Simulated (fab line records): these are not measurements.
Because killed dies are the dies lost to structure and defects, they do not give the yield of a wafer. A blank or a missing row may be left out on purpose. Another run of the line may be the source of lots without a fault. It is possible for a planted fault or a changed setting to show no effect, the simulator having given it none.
Which tool did it? | flow nand_harc | Sampling: 6 lots, 18 wafers, 4 of 1302 route steps

== WHAT EACH GAUGE READ, for each wafer ==
NHARC_A_M1_INSPECT_27.
lot  | measured     | on                | raw_defect_count
L829 | day 23 22:03 | defect_inspect-02 | 530 622 488
L832 | day 25 16:06 | defect_inspect-01 | 685 505 774
L836 | day 27 02:00 | defect_inspect-01 | 670 663 476
L840 | day 29 05:14 | defect_inspect-01 | 359 491 443
L842 | day 30 02:15 | defect_inspect-02 | 442 686 452
L848 | day 32 14:56 | defect_inspect-01 | 383 455 537

== TOOL THAT RAN EACH LOT (tool first, then ch and the chambers of the sampled wafers, then the start) ==
lot  | NHARC_A_M1_STRIP_18                | NHARC_A_M1_PRE_CLEAN_30                 | NHARC_A_M1_ANNEAL_31
L829 | rie_diel-06 ch 0,1,3, day 23 19:52 | pvd_sputter-02, day 23 21:14 or earlier | rtp_anneal-02 ch 0, day 23 21:14
L832 | rie_diel-04 ch 1,2,3, day 25 13:56 | pvd_sputter-03, day 25 15:22 or earlier | rtp_anneal-01 ch 0, day 25 15:22
L836 | rie_diel-06 ch 0,2,3, day 26 23:50 | pvd_sputter-01, day 27 01:14 or earlier | rtp_anneal-02 ch 0, day 27 01:14
L840 | rie_diel-04 ch 0,2,3, day 29 03:01 | pvd_sputter-01, day 29 04:31 or earlier | rtp_anneal-01 ch 0, day 29 04:31
L842 | rie_diel-08 ch 0,2,3, day 30 00:07 | pvd_sputter-03, day 30 01:26 or earlier | rtp_anneal-02, day 30 01:26
L848 | rie_diel-04 ch 0,2, day 32 12:44   | pvd_sputter-03, day 32 14:11 or earlier | rtp_anneal-01 ch 0, day 32 14:11
- NHARC_A_M1_STRIP_18: strips in N2/H2.
- NHARC_A_M1_PRE_CLEAN_30: time 30 s.
- NHARC_A_M1_ANNEAL_31: time 90 s.

== THE ANSWER, worked out from the rows above alone ==
Rule: what is usual is taken from the lots themselves. Put in order of their means at a reading, lots are off if they are a third of the lots or fewer, leave a main group of 4 or more, and stand apart from it by a gap of 3 or more times the standard deviation of the main group's means; of several such gaps the widest counts. Not used: any main group whose means are identical at the precision the tables above print for the reading. Also off: a lot with no number at a reading for which 4 or more lots have one. The other lots that the step has rows for count as sound.
None of the lots is off at any reading shown; this tells nothing.

== WHAT HAD BEEN PUT IN BY THE SIMULATOR ==
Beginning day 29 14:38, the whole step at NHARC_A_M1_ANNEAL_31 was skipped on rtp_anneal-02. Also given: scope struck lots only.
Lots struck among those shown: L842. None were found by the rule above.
